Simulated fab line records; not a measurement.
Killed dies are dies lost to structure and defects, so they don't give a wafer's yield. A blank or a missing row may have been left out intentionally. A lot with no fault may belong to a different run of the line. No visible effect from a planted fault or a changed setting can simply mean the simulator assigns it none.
fab line records	flow nand-harc
record: lots: 6	wafers: 18	last-day: 33
route steps=1302 shown A_CONTACT@1002 END@1302
lots with no fault: from the same line, run without faults
start-h: the number of hours between the record's first day and the start of the first shown wafer of the lot	wait-h: how many hours have passed since the lot's step before this one	" unchanged from the row above	L1.1+2: a row that stands for several wafers	- value missing, or start not given	* or withheld: withheld	< > ~ a bound
route shown NAME@n: NAME is a module with steps in the file, n the number in the route of the first one	usual: mean/standard deviation of fault-free wafers	same: alike in all rows	chamber/n: place in a boat	sites: the reading at each site	_std_site: standard deviation of those values	_edge_site: the outer-site mean with the inner-site mean subtracted	radius-mm: for every site, how far away it sits from the centre of the wafer	mask NAME#n: copy n	behind: the most recent tool/chamber to have shaped the wafer	hold: the reason the lot was held/the length of the hold in hours/how it ended	device: whichever transistor did not switch (one of n, p or np)	end of line: the route-end tests of the same wafers	a step with no rows: only its recipe	killed: dies lost to structure and defects at the first sort, not the wafer's yield	map: shows each die of a wafer: x if killed, . if not, _ if none is there
set.NAME: the setting the step ran with; set.NAME@STEP: the setting that earlier step ran with	model.NAME: the simulator's own value behind a step, which no gauge read
certain route steps with their lots: each step a table, each wafer a row
services: when a tool's chamber went out of use (start-h, in hours from the record's first day, below 0 if earlier), for how many hours, and the reason
== steps ==
step: NHARC_A_CONTACT_ETCH_49
recipe: target-depth-a: 2600	over-etch-frac: 0.3	time-s: 475.3	ion-energy-ev: 200	n2-flow-sccm: 150	h2-flow-sccm: 150	ar-flow-sccm: 0	rf-w: 400	bias-w: 150	chemistry: N2/H2
usual: bias-w: 150.0/0.46	chamber-pressure-mTorr: 29.997/0.027	drypump-motor-current-A: 5.5/0.44	oes-product-au: 1.000/0.012	rf-vpp-V: 430/3.1	showerhead-plenum-p-Torr: 2.03/0.11	throttle-valve-pct: 14.172/0.0089
lot.wafer	tool	chamber	start-h	wait-h	bias-w	chamber-pressure-mTorr	drypump-motor-current-A	oes-product-au	rf-hours-counter-h	rf-vpp-V	showerhead-plenum-p-Torr	throttle-valve-pct
L320.4	rie-diel-03	1	-	-	150.5	29.986	5.0	0.985	13	433	2.06	14.173
L320.3	"	2	"	"	149.6	30.015	5.4	0.996	13	426	1.88	14.175
L320.2	"	3	"	"	149.4	30.013	5.4	1.019	11	435	2.16	14.177
L325.2	rie-diel-03	3	-	-	149.9	30.005	5.5	1.005	16	433	2.16	14.178
L325.3	"	2	"	"	150.5	29.995	5.4	0.995	18	427	1.88	14.180
L325.6	"	3	"	"	149.8	29.983	5.4	1.008	-	433	2.16	14.186
L330.4	rie-diel-03	1	-	-	150.0	30.014	5.0	0.976	28	430	2.05	14.170
L330.6	"	1	"	"	150.3	30.005	5.0	0.993	-	432	2.05	14.174
L330.5	"	2	"	"	149.9	29.992	5.4	0.999	-	426	1.87	14.173
L336.2	rie-diel-09	0	-	-	150.5	30.046	5.3	1.012	0	430	2.01	14.184
L336.4	"	1	"	"	149.1	30.007	5.5	0.999	0	433	2.10	14.164
L336.6	"	3	"	"	150.0	30.032	6.6	0.991	-	432	2.09	14.172
L337.2	rie-diel-03	2	-	-	150.4	30.011	5.4	1.015	8	434	2.22	14.176
L337.3	"	0	"	"	150.4	29.981	5.7	1.008	8	427	1.89	14.191
L337.6	"	1	"	"	150.0	30.034	5.0	1.001	-	431	2.05	14.168
L340.2	rie-diel-03	1	-	-	149.4	30.018	5.0	1.006	11	431	2.05	14.169
L340.3	"	3	"	"	149.6	30.006	5.4	1.012	12	433	2.15	14.167
L340.4	"	0	"	"	149.7	30.007	5.8	1.001	11	426	1.89	14.170
step: NHARC_A_CONTACT_ETCH_50
recipe: target-depth-a: 1210	time-s: 60.5	cf4-flow-sccm: 100	chf3-flow-sccm: 30	ar-flow-sccm: 0	rf-w: 500	bias-w: 200	chemistry: CF4/CHF3
step: NHARC_A_CONTACT_ETCH_51
recipe: target-depth-a: 70000	over-etch-frac: 0.3	time-s: 1820	ion-energy-ev: 150	o2-flow-sccm: 400	cos-flow-sccm: 20	ar-flow-sccm: 0	rf-w: 500	bias-w: 300	chemistry: O2/COS
step: NHARC_A_CONTACT_ETCH_111
recipe: source-w: withheld	pressure-mtorr: 20	bias-v: withheld	time-s: 140	target-depth-a: 7000	ar-flow-sccm: withheld	c4f8-flow-sccm: withheld	o2-flow-sccm: withheld	chemistry: C4F8/O2/Ar
step: NHARC_A_CONTACT_ETCH_112
recipe: source-w: withheld	pressure-mtorr: 20	bias-v: 3000	time-s: 190	target-depth-a: 18500	ar-flow-sccm: withheld	c4f8-flow-sccm: withheld	o2-flow-sccm: withheld	chemistry: C4F8/O2/Ar
usual: chamber-pressure-mTorr: 20.000/0.02	oes-air-line-au: 0.999/0.017
lot.wafer	tool	chamber	start-h	wait-h	chamber-pressure-mTorr	oes-air-line-au	rf-hours-counter-h
L320.2	har-cap-etch-03	0	552.34	0.2	19.985	0.998	48
L320.3	"	0	"	"	19.980	0.980	-
L320.4	"	1	"	"	20.021	1.031	-
L325.2	har-cap-etch-01	0	580.73	0.2	20.014	1.004	14
L325.3	"	0	"	"	20.008	1.004	-
L325.6	"	1	"	"	19.960	0.974	-
L330.4	har-cap-etch-03	1	623.19	0.2	20.015	0.997	-
L330.6	"	1	"	"	20.021	0.975	-
L330.5	"	0	"	"	19.962	1.001	-
L336.2	har-cap-etch-03	0	689.88	0.2	20.009	1.005	72
L336.4	"	1	"	"	20.016	1.023	-
L336.6	"	0	"	"	20.042	0.997	-
L337.2	har-cap-etch-03	1	699.39	0.2	19.971	0.985	74
L337.3	"	0	"	"	19.980	0.995	-
L337.6	"	0	"	"	20.007	0.985	-
L340.2	har-cap-etch-01	0	713.31	0.2	19.996	1.012	41
L340.4	"	1	"	"	20.011	0.970	-
L340.3	"	0	"	"	20.000	1.033	-
step: NHARC_A_CONTACT_ETCH_113
recipe: source-w: withheld	pressure-mtorr: 20	bias-v: 3000	time-s: 190	target-depth-a: 18500	ar-flow-sccm: withheld	c4f8-flow-sccm: withheld	o2-flow-sccm: withheld	chemistry: C4F8/O2/Ar
step: NHARC_A_CONTACT_ETCH_114
recipe: source-w: withheld	pressure-mtorr: 20	bias-v: 3000	time-s: 190	target-depth-a: 18500	ar-flow-sccm: withheld	c4f8-flow-sccm: withheld	o2-flow-sccm: withheld	chemistry: C4F8/O2/Ar
step: NHARC_A_CONTACT_ETCH_115
recipe: source-w: withheld	pressure-mtorr: 20	bias-v: 3000	time-s: 190	target-depth-a: 18500	ar-flow-sccm: withheld	c4f8-flow-sccm: withheld	o2-flow-sccm: withheld	chemistry: C4F8/O2/Ar
usual: chamber-pressure-mTorr: 19.998/0.021	oes-air-line-au: 1.001/0.02
lot.wafer	tool	chamber	start-h	wait-h	chamber-pressure-mTorr	oes-air-line-au	rf-hours-counter-h
L320.2	har-cap-etch-03	0	552.85	0.1	19.957	1.005	49
L320.3	"	0	"	"	19.990	1.012	-
L320.4	"	1	"	"	20.017	0.997	-
L325.2	har-cap-etch-01	0	581.24	0.1	20.002	0.994	14
L325.3	"	0	"	"	20.051	0.985	-
L325.6	"	1	"	"	20.007	1.009	-
L330.4	har-cap-etch-03	1	623.87	0.2	20.005	0.909	-
L330.6	"	1	"	"	19.959	0.986	-
L330.5	"	0	"	"	20.017	1.001	-
L336.2	har-cap-etch-03	0	690.39	0.1	20.041	0.993	72
L336.4	"	1	"	"	20.018	0.963	-
L336.6	"	0	"	"	19.966	1.009	-
L337.2	har-cap-etch-03	1	699.91	0.1	19.977	0.970	75
L337.3	"	0	"	"	19.982	0.976	-
L337.6	"	0	"	"	19.998	1.027	-
L340.2	har-cap-etch-01	0	713.83	0.1	19.996	0.966	41
L340.4	"	1	"	"	20.015	1.011	-
L340.3	"	0	"	"	19.985	0.984	-
step: NHARC_A_CONTACT_ETCH_116
recipe: source-w: withheld	pressure-mtorr: 20	bias-v: 3000	time-s: 190	target-depth-a: 18500	ar-flow-sccm: withheld	c4f8-flow-sccm: withheld	o2-flow-sccm: withheld	chemistry: C4F8/O2/Ar
step: NHARC_A_CONTACT_ETCH_117
recipe: source-w: withheld	pressure-mtorr: 20	bias-v: 3000	time-s: 190	target-depth-a: 18500	ar-flow-sccm: withheld	c4f8-flow-sccm: withheld	o2-flow-sccm: withheld	chemistry: C4F8/O2/Ar
step: NHARC_A_CONTACT_ETCH_118
recipe: source-w: withheld	pressure-mtorr: 20	bias-v: 3000	time-s: 190	target-depth-a: 18500	ar-flow-sccm: withheld	c4f8-flow-sccm: withheld	o2-flow-sccm: withheld	chemistry: C4F8/O2/Ar
usual: chamber-pressure-mTorr: 20.002/0.018	oes-air-line-au: 1.000/0.019
lot.wafer	tool	chamber	start-h	wait-h	chamber-pressure-mTorr	oes-air-line-au	rf-hours-counter-h
L320.2	har-cap-etch-03	0	553.36	0.1	19.992	0.998	49
L320.3	"	0	"	"	19.994	1.005	-
L320.4	"	1	"	"	20.017	0.998	-
L325.2	har-cap-etch-01	0	581.76	0.1	19.986	1.010	15
L325.3	"	0	"	"	19.980	0.996	-
L325.6	"	1	"	"	20.007	1.014	-
L330.4	har-cap-etch-03	1	624.56	0.2	19.997	0.994	-
L330.6	"	1	"	"	20.003	0.967	-
L330.5	"	0	"	"	19.998	1.003	-
L336.2	har-cap-etch-03	0	690.90	0.1	20.000	1.019	73
L336.4	"	1	"	"	20.009	1.019	-
L336.6	"	0	"	"	20.008	1.022	-
L337.2	har-cap-etch-03	1	700.42	0.1	20.034	1.019	75
L337.3	"	0	"	"	19.995	0.989	-
L337.6	"	0	"	"	19.997	0.971	-
L340.2	har-cap-etch-01	0	714.34	0.1	19.993	1.005	42
L340.4	"	1	"	"	19.965	0.996	-
L340.3	"	0	"	"	19.958	1.021	-
step: NHARC_A_CONTACT_ETCH_119
recipe: source-w: withheld	pressure-mtorr: 20	bias-v: 3000	time-s: 190	target-depth-a: 18500	ar-flow-sccm: withheld	c4f8-flow-sccm: withheld	o2-flow-sccm: withheld	chemistry: C4F8/O2/Ar
usual: chamber-pressure-mTorr: 19.998/0.018	oes-air-line-au: 1.000/0.021
lot.wafer	tool	chamber	start-h	wait-h	chamber-pressure-mTorr	oes-air-line-au	rf-hours-counter-h
L320.2	har-cap-etch-03	0	553.53	0.1	19.994	1.021	49
L320.3	"	0	"	"	19.999	1.023	-
L320.4	"	1	"	"	19.968	1.010	-
L325.2	har-cap-etch-01	0	581.93	0.1	19.996	1.021	15
L325.3	"	0	"	"	19.983	1.034	-
L325.6	"	1	"	"	20.014	1.018	-
L330.4	har-cap-etch-03	1	624.76	0.2	19.968	0.981	-
L330.6	"	1	"	"	20.008	0.984	-
L330.5	"	0	"	"	20.010	1.001	-
L336.2	har-cap-etch-03	0	691.07	0.1	19.989	1.032	73
L336.4	"	1	"	"	20.006	0.987	-
L336.6	"	0	"	"	19.998	0.984	-
L337.2	har-cap-etch-03	1	700.59	0.1	20.008	0.994	75
L337.3	"	0	"	"	19.992	1.035	-
L337.6	"	0	"	"	19.980	1.043	-
L340.2	har-cap-etch-01	0	714.51	0.1	20.034	0.980	42
L340.4	"	1	"	"	19.989	0.970	-
L340.3	"	0	"	"	19.984	0.981	-
step: NHARC_A_CONTACT_ETCH_120
recipe: source-w: withheld	pressure-mtorr: 20	bias-v: 3000	time-s: 190	target-depth-a: 18500	ar-flow-sccm: withheld	c4f8-flow-sccm: withheld	o2-flow-sccm: withheld	chemistry: C4F8/O2/Ar
usual: chamber-pressure-mTorr: 20.000/0.018	oes-air-line-au: 1.001/0.018
lot.wafer	tool	chamber	start-h	wait-h	chamber-pressure-mTorr	oes-air-line-au	rf-hours-counter-h
L320.2	har-cap-etch-03	0	553.70	0.1	20.003	1.020	49
L320.3	"	0	"	"	20.007	0.977	-
L320.4	"	1	"	"	20.001	0.992	-
L325.2	har-cap-etch-01	0	582.10	0.1	20.001	1.013	15
L325.3	"	0	"	"	20.004	0.999	-
L325.6	"	1	"	"	20.005	1.004	-
L330.4	har-cap-etch-03	1	624.93	0.1	19.975	1.008	-
L330.6	"	1	"	"	20.011	0.996	-
L330.5	"	0	"	"	19.993	1.016	-
L336.2	har-cap-etch-03	0	691.25	0.1	-	-	-
L336.4	"	1	"	"	-	-	-
L336.6	"	0	"	"	-	-	-
L337.2	har-cap-etch-03	1	700.76	0.1	-	-	-
L337.3	"	0	"	"	-	-	-
L337.6	"	0	"	"	-	-	-
L340.2	har-cap-etch-01	0	714.68	0.1	20.000	1.025	42
L340.4	"	1	"	"	19.984	1.007	-
L340.3	"	0	"	"	19.987	1.029	-
step: NHARC_A_CONTACT_ETCH_121
recipe: source-w: withheld	pressure-mtorr: 20	bias-v: 3000	time-s: 190	target-depth-a: 18500	ar-flow-sccm: withheld	c4f8-flow-sccm: withheld	o2-flow-sccm: withheld	chemistry: C4F8/O2/Ar
step: NHARC_END_SORT_01
recipe: temp-c: 25
usual: killed-at-array: 59/21	killed-at-other: 1.0/1.1	killed-at-periphery: 4.0/2.6	killed-dies: 64/21	killed-open: 3.2/1.7	killed-short: 2.5/1.5
same: gross-dies: 677
lot.wafer	tool	chamber	start-h	wait-h	killed-at-array	killed-at-other	killed-at-periphery	killed-dies	killed-open	killed-short
L320.2	prober-02	0	631.85	2.8	119	1	4	124	4	4
L320.3	prober-02	0	632.64	3.1	85	0	11	96	6	3
L320.4	prober-02	0	633.43	3.4	87	1	2	90	3	3
L325.2	prober-01	0	654.00	2.8	55	3	3	61	2	0
L336.2	prober-02	0	765.77	2.8	673	2	2	677	2	0
L336.4	prober-02	0	767.36	3.4	676	0	1	677	2	2
L336.6	prober-02	0	768.95	4.0	677	0	0	677	0	2
L337.2	prober-02	0	774.98	2.8	671	4	2	677	1	0
L337.3	prober-02	0	775.78	3.1	673	2	2	677	2	0
L337.6	prober-02	0	778.19	4.0	671	1	5	677	1	6
killed by level:class
L320.2 A_SLIT:chamber-film-flake=38 A_CHANNEL_HOLE_D2:chamber-film-flake=31 A_CHANNEL_HOLE_D1:chamber-film-flake=30 A_STAIRCASE:chamber-film-flake=9 A_CONTACT:chamber-film-flake=5 P_CONTACT:geometric-particle:open=2 P_M0:geometric-particle:open=1 A_CHANNEL_HOLE_D2:geometric-particle:short=1
L320.3 A_SLIT:chamber-film-flake=28 A_CHANNEL_HOLE_D2:chamber-film-flake=22 A_CHANNEL_HOLE_D1:chamber-film-flake=20 A_CONTACT:chamber-film-flake=7 P_GATE:chamber-film-flake=5 A_STAIRCASE:chamber-film-flake=5 P_M1:geometric-particle:open=2 P_ZERO_WELL:geometric-particle:short=1
L320.4 A_CHANNEL_HOLE_D1:chamber-film-flake=26 A_SLIT:chamber-film-flake=25 A_CHANNEL_HOLE_D2:chamber-film-flake=19 A_STAIRCASE:chamber-film-flake=6 A_CONTACT:chamber-film-flake=4 A_DECK1_JOINT:geometric-particle:short=2 A_CHANNEL_FILL_D2:geometric-particle:open=2 P_CONTACT:geometric-particle:short=1
L325.2 A_SLIT:chamber-film-flake=26 A_CHANNEL_HOLE_D2:chamber-film-flake=9 A_CONTACT:chamber-film-flake=9 A_STAIRCASE:chamber-film-flake=7 THIN_TSV:chamber-film-flake=3 P_M2:chamber-film-flake=2 A_CHANNEL_HOLE_D1:chamber-film-flake=2 A_CHANNEL_FILL_D1:geometric-particle:open=1
L336.2 A_CONTACT:area-etch=613 A_CHANNEL_HOLE_D2:chamber-film-flake=25 A_CHANNEL_HOLE_D1:chamber-film-flake=12 A_SLIT:chamber-film-flake=10 A_CONTACT:chamber-film-flake=8 A_CHANNEL_FILL_D1:chamber-film-flake=2 A_STAIRCASE:chamber-film-flake=2 THIN_TSV:chamber-film-flake=2
L336.4 A_CONTACT:area-etch=613 A_CHANNEL_HOLE_D2:chamber-film-flake=19 A_CHANNEL_HOLE_D1:chamber-film-flake=14 A_CONTACT:chamber-film-flake=12 A_SLIT:chamber-film-flake=7 A_STAIRCASE:chamber-film-flake=4 A_CHANNEL_FILL_D1:chamber-film-flake=2 A_SOURCE_PLATE:geometric-particle:open=1
L336.6 A_CONTACT:area-etch=622 A_CHANNEL_HOLE_D2:chamber-film-flake=19 A_CHANNEL_HOLE_D1:chamber-film-flake=11 A_SLIT:chamber-film-flake=9 A_CONTACT:chamber-film-flake=7 A_STAIRCASE:chamber-film-flake=4 A_ONON_D2:geometric-particle:short=1 A_WL_FILL:geometric-particle:short=1
L337.2 A_CONTACT:area-etch=627 A_SLIT:chamber-film-flake=32 A_STAIRCASE:chamber-film-flake=4 THIN_TSV:chamber-film-flake=4 A_CONTACT:chamber-film-flake=3 P_M0:chamber-film-flake=2 A_CHANNEL_FILL_D1:chamber-film-flake=1 A_CONTACT:geometric-particle:open=1
L337.3 A_CONTACT:area-etch=625 A_SLIT:chamber-film-flake=36 A_CONTACT:chamber-film-flake=5 A_CHANNEL_HOLE_D2:chamber-film-flake=2 A_STAIRCASE:chamber-film-flake=2 THIN_TSV:chamber-film-flake=2 A_SOURCE_PLATE:geometric-particle:open=1 A_ONON_D1:geometric-particle:open=1
L337.6 A_CONTACT:area-etch=621 A_SLIT:chamber-film-flake=33 A_CHANNEL_HOLE_D1:chamber-film-flake=3 A_CONTACT:chamber-film-flake=3 A_WL_FILL:geometric-particle:short=2 P_GATE:chamber-film-flake=2 P_M0:chamber-film-flake=2 A_CHANNEL_FILL_D1:chamber-film-flake=2
map L336.2 (x killed, . not)
____________x____________
_________xxxxxxx_________
_______xxxxxxxxxxx_______
______xxxxxxxxxxxxx______
_____xxxxxxxxxxxxxxx_____
____xxxxxxxxxxxxxxxxx____
____xxxxxxxxxxxxxxxxx____
___xxxxxxxxxxxxxxxxxxx___
___xxxxxxxxxxxxxxxxxxx___
__xxxxxxxxxxxxxxxxxxxxx__
__xxxxxxxxxxxxxxxxxxxxx__
_xxxxxxxxxxxxxxxxxxxxxxx_
_xxxxxxxxxxxxxxxxxxxxxxx_
_xxxxxxxxxxxxxxxxxxxxxxx_
_xxxxxxxxxxxxxxxxxxxxxxx_
_xxxxxxxxxxxxxxxxxxxxxxx_
xxxxxxxxxxxxxxxxxxxxxxxxx
xxxxxxxxxxxxxxxxxxxxxxxxx
xxxxxxxxxxxxxxxxxxxxxxxxx
xxxxxxxxxxxxxxxxxxxxxxxxx
xxxxxxxxxxxxxxxxxxxxxxxxx
_xxxxxxxxxxxxxxxxxxxxxxx_
_xxxxxxxxxxxxxxxxxxxxxxx_
_xxxxxxxxxxxxxxxxxxxxxxx_
_xxxxxxxxxxxxxxxxxxxxxxx_
_xxxxxxxxxxxxxxxxxxxxxxx_
__xxxxxxxxxxxxxxxxxxxxx__
__xxxxxxxxxxxxxxxxxxxxx__
___xxxxxxxxxxxxxxxxxxx___
___xxxxxxxxxxxxxxxxxxx___
____xxxxxxxxxxxxxxxxx____
____xxxxxxxxxxxxxxxxx____
_____xxxxxxxxxxxxxxx_____
______xxxxxxxxxxxxx______
_______xxxxxxxxxxx_______
_________xxxxxxx_________
____________x____________
map L337.2 (x killed, . not)
____________x____________
_________xxxxxxx_________
_______xxxxxxxxxxx_______
______xxxxxxxxxxxxx______
_____xxxxxxxxxxxxxxx_____
____xxxxxxxxxxxxxxxxx____
____xxxxxxxxxxxxxxxxx____
___xxxxxxxxxxxxxxxxxxx___
___xxxxxxxxxxxxxxxxxxx___
__xxxxxxxxxxxxxxxxxxxxx__
__xxxxxxxxxxxxxxxxxxxxx__
_xxxxxxxxxxxxxxxxxxxxxxx_
_xxxxxxxxxxxxxxxxxxxxxxx_
_xxxxxxxxxxxxxxxxxxxxxxx_
_xxxxxxxxxxxxxxxxxxxxxxx_
_xxxxxxxxxxxxxxxxxxxxxxx_
xxxxxxxxxxxxxxxxxxxxxxxxx
xxxxxxxxxxxxxxxxxxxxxxxxx
xxxxxxxxxxxxxxxxxxxxxxxxx
xxxxxxxxxxxxxxxxxxxxxxxxx
xxxxxxxxxxxxxxxxxxxxxxxxx
_xxxxxxxxxxxxxxxxxxxxxxx_
_xxxxxxxxxxxxxxxxxxxxxxx_
_xxxxxxxxxxxxxxxxxxxxxxx_
_xxxxxxxxxxxxxxxxxxxxxxx_
_xxxxxxxxxxxxxxxxxxxxxxx_
__xxxxxxxxxxxxxxxxxxxxx__
__xxxxxxxxxxxxxxxxxxxxx__
___xxxxxxxxxxxxxxxxxxx___
___xxxxxxxxxxxxxxxxxxx___
____xxxxxxxxxxxxxxxxx____
____xxxxxxxxxxxxxxxxx____
_____xxxxxxxxxxxxxxx_____
______xxxxxxxxxxxxx______
_______xxxxxxxxxxx_______
_________xxxxxxx_________
____________x____________
== services ==
tool	chamber	start-h	hours	kind
rie-diel-03	0	540.83	-	clean
rie-diel-03	1	540.83	-	clean
rie-diel-03	2	540.83	-	clean
rie-diel-03	3	540.83	-	clean
rie-diel-03	0	565.34	-	clean
rie-diel-03	1	565.34	-	clean
rie-diel-03	2	565.34	-	clean
rie-diel-03	3	565.34	-	clean
rie-diel-03	0	589.87	-	clean
rie-diel-03	1	589.87	-	clean
rie-diel-03	2	589.87	-	clean
rie-diel-03	3	589.87	-	clean
rie-diel-03	2	606.07	3.8	repair
rie-diel-03	0	614.38	-	clean
rie-diel-03	1	614.38	-	clean
rie-diel-03	2	614.38	-	clean
rie-diel-03	3	614.38	-	clean
rie-diel-03	-	635.33	9.0	pm
rie-diel-03	0	635.33	9.0	vent-cycle
rie-diel-03	1	635.33	9.0	vent-cycle
rie-diel-03	2	635.33	9.0	vent-cycle
rie-diel-03	3	635.33	9.0	vent-cycle
rie-diel-09	-	674.19	9.0	pm
rie-diel-09	3	691.61	5.4	repair
== key ==
first-sign: step: NHARC_A_CONTACT_ETCH_120	reading: tool-record	direction: missing
effect: step: NHARC_END_SORT_01	reading: killed-at-array	direction: up	sigmas: 29	usual: 59	struck: 674
more-kills-born-at: NHARC_A_CONTACT_ETCH_120@har-cap-etch-03: 3721
met-at NHARC_A_CONTACT_ETCH_120
struck-wafers L336.2,L336.4,L336.6,L337.2,L337.3,L337.6
later-rows-left-out L336.2,L336.4,L336.6,L337.2,L337.3,L337.6
tester-left-out L336,L337
onset-between 624.93 691.25
fault: kind: skipped-step-whole	tool: har-cap-etch-03	chamber: -	onset-h: 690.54	steps: NHARC_A_CONTACT_ETCH_120	scope: struck-lots-only
tester-left-out: of these lots the tester's yield and bins aren't shown, on N5 and GAA mostly nor the transistor test; their killed dies are dies lost to structure and defects alone, not to doping, threshold or leakage, so they don't give the yield
later-rows-left-out: the simulator's readings of these wafers behind a module that went badly wrong aren't trusted and aren't shown, but for the sort
